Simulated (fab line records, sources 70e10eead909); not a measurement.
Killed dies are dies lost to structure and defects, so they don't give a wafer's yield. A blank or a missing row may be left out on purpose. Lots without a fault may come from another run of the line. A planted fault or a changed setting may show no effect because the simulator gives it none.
A sampling plan put to the test | flow nand_harc | one fab line, 40 faults that these records tell of, each judged on the records of the lots that it struck; 1 more is left out, because the records don't allow judging it
The plan is the line's own looks: the steps of the route at which a gauge or an inspection reads the wafer and doesn't change it. A look can be judged if struck wafers have a number there and the file gives its usual mean and standard deviation on fault-free wafers. Caught: at a look after the fault's first step, the mean of the struck wafers lies 4 or more of those standard deviations (sigma) from the usual mean. On the tool: the same test on the tool's own readings at the fault's steps. Another recipe on the struck wafers, or a record that is blank for them alone, also counts as caught.

THE FAULTS, as the simulator had put them in
1. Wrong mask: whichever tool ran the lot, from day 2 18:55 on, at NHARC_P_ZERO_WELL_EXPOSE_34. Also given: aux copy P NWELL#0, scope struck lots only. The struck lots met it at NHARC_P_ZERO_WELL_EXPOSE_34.
2. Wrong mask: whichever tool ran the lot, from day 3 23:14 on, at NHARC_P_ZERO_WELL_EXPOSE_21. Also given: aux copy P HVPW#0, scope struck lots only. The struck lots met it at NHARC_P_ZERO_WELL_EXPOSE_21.
3. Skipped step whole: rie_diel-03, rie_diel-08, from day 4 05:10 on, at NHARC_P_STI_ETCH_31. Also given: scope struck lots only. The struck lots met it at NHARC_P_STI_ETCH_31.
4. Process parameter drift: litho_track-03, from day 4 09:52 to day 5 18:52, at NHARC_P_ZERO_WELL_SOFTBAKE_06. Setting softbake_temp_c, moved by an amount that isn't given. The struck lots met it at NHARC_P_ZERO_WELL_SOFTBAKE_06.
5. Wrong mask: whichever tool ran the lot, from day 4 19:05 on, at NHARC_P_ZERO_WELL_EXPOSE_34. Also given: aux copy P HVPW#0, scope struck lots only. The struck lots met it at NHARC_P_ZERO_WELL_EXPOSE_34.
6. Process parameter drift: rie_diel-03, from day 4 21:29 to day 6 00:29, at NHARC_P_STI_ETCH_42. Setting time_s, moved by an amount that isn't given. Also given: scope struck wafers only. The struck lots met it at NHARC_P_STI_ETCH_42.
7. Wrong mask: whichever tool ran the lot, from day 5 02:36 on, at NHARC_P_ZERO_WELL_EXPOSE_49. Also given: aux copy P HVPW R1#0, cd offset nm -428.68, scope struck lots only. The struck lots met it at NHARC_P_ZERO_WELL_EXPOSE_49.
8. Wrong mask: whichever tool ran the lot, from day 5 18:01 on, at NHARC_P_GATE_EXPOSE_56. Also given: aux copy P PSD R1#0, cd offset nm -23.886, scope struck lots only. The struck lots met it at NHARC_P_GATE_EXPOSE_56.
9. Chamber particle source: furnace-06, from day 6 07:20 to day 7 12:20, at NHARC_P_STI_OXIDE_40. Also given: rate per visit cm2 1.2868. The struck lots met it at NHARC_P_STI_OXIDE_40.
10. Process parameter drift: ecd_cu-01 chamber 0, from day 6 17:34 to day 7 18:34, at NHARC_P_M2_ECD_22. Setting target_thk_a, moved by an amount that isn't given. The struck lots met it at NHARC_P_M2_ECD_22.
11. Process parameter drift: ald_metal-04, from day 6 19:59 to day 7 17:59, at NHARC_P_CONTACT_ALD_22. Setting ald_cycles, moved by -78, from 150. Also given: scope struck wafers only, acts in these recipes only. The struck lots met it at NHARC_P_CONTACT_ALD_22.
12. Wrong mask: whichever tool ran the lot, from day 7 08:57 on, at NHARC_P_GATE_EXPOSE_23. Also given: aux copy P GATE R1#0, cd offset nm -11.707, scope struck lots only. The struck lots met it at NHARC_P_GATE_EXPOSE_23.
13. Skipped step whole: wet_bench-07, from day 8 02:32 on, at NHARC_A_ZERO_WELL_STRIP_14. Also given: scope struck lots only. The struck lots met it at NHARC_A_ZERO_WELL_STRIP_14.
14. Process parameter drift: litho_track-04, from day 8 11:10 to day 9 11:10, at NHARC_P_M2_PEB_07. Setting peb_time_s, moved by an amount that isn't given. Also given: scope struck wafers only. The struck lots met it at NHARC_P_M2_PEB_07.
15. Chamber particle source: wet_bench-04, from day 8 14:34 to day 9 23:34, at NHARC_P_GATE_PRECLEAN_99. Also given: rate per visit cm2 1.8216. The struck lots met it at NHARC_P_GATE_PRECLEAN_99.
16. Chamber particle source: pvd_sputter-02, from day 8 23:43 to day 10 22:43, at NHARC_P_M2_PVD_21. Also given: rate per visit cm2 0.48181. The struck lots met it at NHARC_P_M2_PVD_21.
17. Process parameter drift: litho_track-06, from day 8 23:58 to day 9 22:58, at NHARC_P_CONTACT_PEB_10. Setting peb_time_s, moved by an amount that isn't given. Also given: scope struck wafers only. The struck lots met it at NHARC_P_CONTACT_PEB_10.
18. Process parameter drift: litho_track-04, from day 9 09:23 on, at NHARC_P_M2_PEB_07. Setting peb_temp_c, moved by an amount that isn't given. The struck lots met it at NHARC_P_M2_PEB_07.
19. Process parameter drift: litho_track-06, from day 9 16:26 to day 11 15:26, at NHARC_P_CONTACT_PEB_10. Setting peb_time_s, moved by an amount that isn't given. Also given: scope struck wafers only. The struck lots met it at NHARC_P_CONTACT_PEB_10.
20. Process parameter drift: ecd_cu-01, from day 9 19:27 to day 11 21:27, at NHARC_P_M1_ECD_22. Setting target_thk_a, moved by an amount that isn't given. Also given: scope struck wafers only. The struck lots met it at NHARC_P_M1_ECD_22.
21. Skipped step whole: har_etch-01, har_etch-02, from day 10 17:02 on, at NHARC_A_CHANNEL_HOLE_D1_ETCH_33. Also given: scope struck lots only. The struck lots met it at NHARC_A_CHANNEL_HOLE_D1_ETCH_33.
22. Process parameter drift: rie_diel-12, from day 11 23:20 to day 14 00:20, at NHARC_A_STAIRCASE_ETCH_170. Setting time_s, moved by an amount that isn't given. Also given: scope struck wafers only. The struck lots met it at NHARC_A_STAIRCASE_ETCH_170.
23. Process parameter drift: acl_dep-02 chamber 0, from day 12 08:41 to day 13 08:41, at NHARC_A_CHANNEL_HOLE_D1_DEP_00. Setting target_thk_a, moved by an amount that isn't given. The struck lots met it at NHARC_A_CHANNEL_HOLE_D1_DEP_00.
24. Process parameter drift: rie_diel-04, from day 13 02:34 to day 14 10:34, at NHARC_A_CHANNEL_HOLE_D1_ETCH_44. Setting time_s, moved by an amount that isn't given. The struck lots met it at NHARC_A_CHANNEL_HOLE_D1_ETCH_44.
25. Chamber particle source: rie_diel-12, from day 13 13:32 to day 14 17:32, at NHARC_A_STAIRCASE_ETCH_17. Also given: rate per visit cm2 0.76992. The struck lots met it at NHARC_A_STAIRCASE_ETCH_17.
26. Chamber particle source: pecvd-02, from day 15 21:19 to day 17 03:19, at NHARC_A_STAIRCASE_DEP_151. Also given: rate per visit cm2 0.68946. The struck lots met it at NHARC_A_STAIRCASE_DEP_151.
27. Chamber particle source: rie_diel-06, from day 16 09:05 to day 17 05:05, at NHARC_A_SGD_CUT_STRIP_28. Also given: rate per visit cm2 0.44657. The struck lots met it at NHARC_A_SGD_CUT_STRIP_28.
28. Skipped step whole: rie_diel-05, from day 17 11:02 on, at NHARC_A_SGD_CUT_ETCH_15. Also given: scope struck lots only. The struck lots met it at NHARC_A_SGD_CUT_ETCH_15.
29. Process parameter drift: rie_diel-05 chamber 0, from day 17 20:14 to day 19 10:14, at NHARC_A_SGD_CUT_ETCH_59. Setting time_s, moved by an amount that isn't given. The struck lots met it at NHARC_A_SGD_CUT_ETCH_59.
30. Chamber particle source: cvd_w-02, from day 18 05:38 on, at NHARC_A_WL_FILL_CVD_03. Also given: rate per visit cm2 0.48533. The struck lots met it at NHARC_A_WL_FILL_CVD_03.
31. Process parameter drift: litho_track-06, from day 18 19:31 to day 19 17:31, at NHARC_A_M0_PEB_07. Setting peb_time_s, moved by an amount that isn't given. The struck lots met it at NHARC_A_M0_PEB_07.
32. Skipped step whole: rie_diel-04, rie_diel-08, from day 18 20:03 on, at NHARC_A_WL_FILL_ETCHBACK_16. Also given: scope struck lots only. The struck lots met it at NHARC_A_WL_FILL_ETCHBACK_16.
33. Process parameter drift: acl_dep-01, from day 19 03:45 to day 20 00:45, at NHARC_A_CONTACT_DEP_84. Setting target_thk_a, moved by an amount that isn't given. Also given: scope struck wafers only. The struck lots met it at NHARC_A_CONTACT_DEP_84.
34. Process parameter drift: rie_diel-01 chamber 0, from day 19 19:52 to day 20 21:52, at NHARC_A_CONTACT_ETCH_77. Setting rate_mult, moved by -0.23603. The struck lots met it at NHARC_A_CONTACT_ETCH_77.
35. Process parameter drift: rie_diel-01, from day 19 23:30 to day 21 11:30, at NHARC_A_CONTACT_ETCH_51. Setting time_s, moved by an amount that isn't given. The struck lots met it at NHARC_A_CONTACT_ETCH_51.
36. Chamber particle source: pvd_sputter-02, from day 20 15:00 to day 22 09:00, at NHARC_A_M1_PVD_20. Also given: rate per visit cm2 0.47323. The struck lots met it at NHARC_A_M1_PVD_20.
37. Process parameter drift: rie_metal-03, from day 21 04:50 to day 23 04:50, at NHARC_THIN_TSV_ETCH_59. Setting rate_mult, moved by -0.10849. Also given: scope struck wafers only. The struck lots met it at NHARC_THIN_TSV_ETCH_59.
38. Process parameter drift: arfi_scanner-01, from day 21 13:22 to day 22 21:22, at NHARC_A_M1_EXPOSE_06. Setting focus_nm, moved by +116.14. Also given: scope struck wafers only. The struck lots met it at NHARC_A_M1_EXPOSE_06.
39. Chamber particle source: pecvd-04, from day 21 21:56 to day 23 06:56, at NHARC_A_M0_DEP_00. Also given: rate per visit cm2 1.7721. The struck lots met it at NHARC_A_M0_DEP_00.
40. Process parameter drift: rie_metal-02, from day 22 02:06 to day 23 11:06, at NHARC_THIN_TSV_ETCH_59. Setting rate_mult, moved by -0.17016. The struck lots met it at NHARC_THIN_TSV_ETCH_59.

WHAT THE PLAN SAW
fault | on the tool itself                               | first look that catches it                      | reading, sigma                                       | median hours from its first step to that look | hours from the fault's start to the first struck lot there | judged looks passed uncaught
1     | no reading that can be judged                    | NHARC_END_SORT_01                               | killed_at_periphery +99 or beyond                    | 453.4                                         | 455                                                        | 0
2     | under 2 sigma                                    | NHARC_END_SORT_01                               | killed_at_periphery +99 or beyond                    | 426.1                                         | 428                                                        | 0
3     | the tool's record is blank for the struck wafers | NHARC_END_SORT_01                               | killed_at_periphery +99 or beyond                    | 417.4                                         | 415                                                        | 1
4     | heater_power_total_W -9.4 sigma                  | NHARC_P_ZERO_WELL_CD_MEAS_11                    | cd_nm -6.0                                           | 1.3                                           | 3                                                          | 0
5     | no reading that can be judged                    | NHARC_END_SORT_01                               | killed_at_periphery +99 or beyond                    | 420.8                                         | 422                                                        | 0
6     | run_length_s -36 sigma                           | not the one look that can be judged after it    | -                                                    | -                                             | -                                                          | 1
7     | under 2 sigma                                    | NHARC_P_ZERO_WELL_CD_MEAS_52                    | cd_nm -99 or beyond                                  | 0.2                                           | 3                                                          | 0
8     | no reading that can be judged                    | NHARC_P_GATE_CD_MEAS_59                         | cd_nm -13                                            | 0.2                                           | 0                                                          | 0
9     | under 2 sigma                                    | NHARC_P_STI_INSPECT_25                          | raw_defect_count +11                                 | 4.1                                           | 23                                                         | 0
10    | no reading that can be judged                    | no look after it can be judged                  | -                                                    | -                                             | -                                                          | 0
11    | under 2 sigma                                    | NHARC_END_SORT_01                               | killed_at_periphery +99 or beyond                    | 336.3                                         | 344                                                        | 0
12    | no reading that can be judged                    | NHARC_P_GATE_CD_MEAS_26                         | cd_nm -22                                            | 0.1                                           | 11                                                         | 0
13    | the tool's record is blank for the struck wafers | NHARC_END_SORT_01                               | killed_at_array +58                                  | 320.5                                         | 322                                                        | 1
14    | under 2 sigma                                    | none of the 2 looks that can be judged after it | strongest: cd_nm at NHARC_P_M2_CD_MEAS_09, +3.4      | -                                             | -                                                          | 2
15    | no reading that can be judged                    | NHARC_P_GATE_INSPECT_68                         | raw_defect_count +16                                 | 7.4                                           | 14                                                         | 0
16    | under 2 sigma                                    | NHARC_END_SORT_01                               | killed_at_periphery +19                              | 314.0                                         | 320                                                        | 4
17    | heater_power_total_W +23 sigma                   | not the one look that can be judged after it    | strongest: cd_nm at NHARC_P_CONTACT_CD_MEAS_12, -3.7 | -                                             | -                                                          | 1
18    | plate_temp_C +14 sigma                           | NHARC_P_M2_CD_MEAS_09                           | cd_nm +10                                            | 0.1                                           | 1                                                          | 0
19    | heater_power_total_W +56 sigma                   | NHARC_P_CONTACT_CD_MEAS_12                      | cd_nm -12                                            | 0.1                                           | 10                                                         | 0
20    | no reading that can be judged                    | not the one look that can be judged after it    | -                                                    | -                                             | -                                                          | 1
21    | the tool's record is blank for the struck wafers | NHARC_END_SORT_01                               | killed_at_array +58                                  | 262.1                                         | 266                                                        | 0
22    | run_length_s -18 sigma                           | NHARC_END_SORT_01                               | killed_at_array +58                                  | 216.6                                         | 230                                                        | 0
23    | under 2 sigma                                    | NHARC_END_SORT_01                               | killed_at_array +57                                  | 275.9                                         | 277                                                        | 0
24    | run_length_s -27 sigma                           | NHARC_END_SORT_01                               | killed_at_array +58                                  | 271.4                                         | 276                                                        | 0
25    | under 2 sigma                                    | NHARC_END_SORT_01                               | killed_at_array +6.5                                 | 202.3                                         | 211                                                        | 2
26    | under 2 sigma                                    | NHARC_END_SORT_01                               | killed_at_array +5.3                                 | 165.8                                         | 163                                                        | 1
27    | under 2 sigma                                    | NHARC_A_SGD_CUT_INSPECT_25                      | raw_defect_count +4.6                                | 0.1                                           | 0                                                          | 0
28    | the tool's record is blank for the struck wafers | NHARC_END_SORT_01                               | killed_at_array +58                                  | 137.5                                         | 145                                                        | 0
29    | run_length_s -99 or beyond sigma                 | NHARC_END_SORT_01                               | killed_at_array +58                                  | 134.9                                         | 147                                                        | 0
30    | under 2 sigma                                    | NHARC_END_SORT_01                               | killed_at_array +4.6                                 | 103.9                                         | 99                                                         | 0
31    | no reading that can be judged                    | none of the 2 looks that can be judged after it | strongest: cd_nm at NHARC_A_M0_CD_MEAS_09, +3.4      | -                                             | -                                                          | 2
32    | the tool's record is blank for the struck wafers | NHARC_END_SORT_01                               | killed_at_array +58                                  | 85.9                                          | 84                                                         | 0
33    | under 2 sigma                                    | NHARC_END_SORT_01                               | killed_at_array +35                                  | 58.8                                          | 77                                                         | 0
34    | oes_product_au -6.5 sigma                        | NHARC_END_SORT_01                               | killed_at_array +44                                  | 63.4                                          | 60                                                         | 0
35    | run_length_s -99 or beyond sigma                 | NHARC_END_SORT_01                               | killed_at_array +58                                  | 75.5                                          | 85                                                         | 0
36    | under 2 sigma                                    | NHARC_END_SORT_01                               | sort_bin_3_pct +7.8                                  | 34.1                                          | 71                                                         | 4
37    | oes_product_au -5.8 sigma                        | NHARC_END_SORT_01                               | killed_at_other +99 or beyond                        | 9.4                                           | 27                                                         | 0
38    | no reading that can be judged                    | NHARC_A_M1_CD_MEAS_09                           | cd_nm +12                                            | 0.1                                           | 14                                                         | 0
39    | no reading that can be judged                    | NHARC_A_M0_INSPECT_11                           | raw_defect_count +81                                 | 1.0                                           | 4                                                          | 0
40    | oes_product_au -10 sigma                         | NHARC_END_SORT_01                               | killed_at_other +99 or beyond                        | 11.4                                          | 14                                                         | 0
A dash: the fault isn't caught, or these records don't give the number.

Caught at a look: 34 of 40. Caught on the tool: 17 of 40. By one or the other: 36 of 40.
Caught on the tool alone: faults 6, 17.
Caught at a look alone: faults 1, 2, 5, 7, 8, 9, 11, 12, 15, 16, 23, 25, 26, 27, 30, 33, 36, 38, 39.
Caught by neither: faults 10, 14, 20, 31.

THINNER SAMPLING
If the look that catches a fault measured only every second or every third lot, by lot number, the first struck lot would be measured this late in the worst case:
fault | struck lots at that look, in order of time | every lot | every second lot | every third lot
1     | L315                                       | 455 h     | may miss it      | may miss it
2     | L822                                       | 428 h     | may miss it      | may miss it
3     | L498, L499                                 | 415 h     | 429 h            | may miss all 2
4     | L902, L904                                 | 3 h       | may miss all 2   | may miss all 2
5     | L113                                       | 422 h     | may miss it      | may miss it
7     | L943                                       | 3 h       | may miss it      | may miss it
8     | L441                                       | 0 h       | may miss it      | may miss it
9     | L303, L304                                 | 23 h      | 23 h             | may miss all 2
11    | L271, L272                                 | 344 h     | 353 h            | may miss all 2
12    | L281                                       | 11 h      | may miss it      | may miss it
13    | L875, L873                                 | 322 h     | may miss all 2   | may miss all 2
15    | L287, L288                                 | 14 h      | 31 h             | may miss all 2
16    | L125, L126                                 | 320 h     | 328 h            | may miss all 2
18    | L496, L500                                 | 1 h       | may miss all 2   | may miss all 2
19    | L645, L644                                 | 10 h      | 10 h             | may miss all 2
21    | L604, L605                                 | 266 h     | 279 h            | may miss all 2
22    | L575, L576, L581                           | 230 h     | 244 h            | may miss all 3
23    | L130, L132, L134                           | 277 h     | may miss all 3   | 305 h
24    | L117, L119                                 | 276 h     | may miss all 2   | may miss all 2
25    | L187, L191                                 | 211 h     | may miss all 2   | may miss all 2
26    | L835, L837, L840                           | 163 h     | 193 h            | may miss all 3
27    | L830, L832                                 | 0 h       | may miss all 2   | may miss all 2
28    | L505, L507                                 | 145 h     | may miss all 2   | may miss all 2
29    | L174                                       | 147 h     | may miss it      | may miss it
30    | L491, L493, L494, L497                     | 99 h      | 126 h            | may miss all 4
32    | L893, L895                                 | 84 h      | may miss all 2   | may miss all 2
33    | L342                                       | 77 h      | may miss it      | may miss it
34    | L803, L807                                 | 60 h      | may miss all 2   | may miss all 2
35    | L164, L168                                 | 85 h      | may miss all 2   | may miss all 2
36    | L363                                       | 71 h      | may miss it      | may miss it
37    | L780                                       | 27 h      | may miss it      | may miss it
38    | L311, L315                                 | 14 h      | may miss all 2   | may miss all 2
39    | L897, L900                                 | 4 h       | 24 h             | may miss all 2
40    | L507, L509                                 | 14 h      | may miss all 2   | may miss all 2
Hours are from the fault's start to the first struck lot that is measured. The limit of 4 sigma was tested on all struck wafers together, so one lot alone may lie under it. Other struck lots may not be in these records.

THE LONGEST TIMED WAY FROM STEP TO LOOK
Fault 1: a median of 453.4 hours passes between NHARC_P_ZERO_WELL_EXPOSE_34 and NHARC_END_SORT_01. No look between them can be judged.
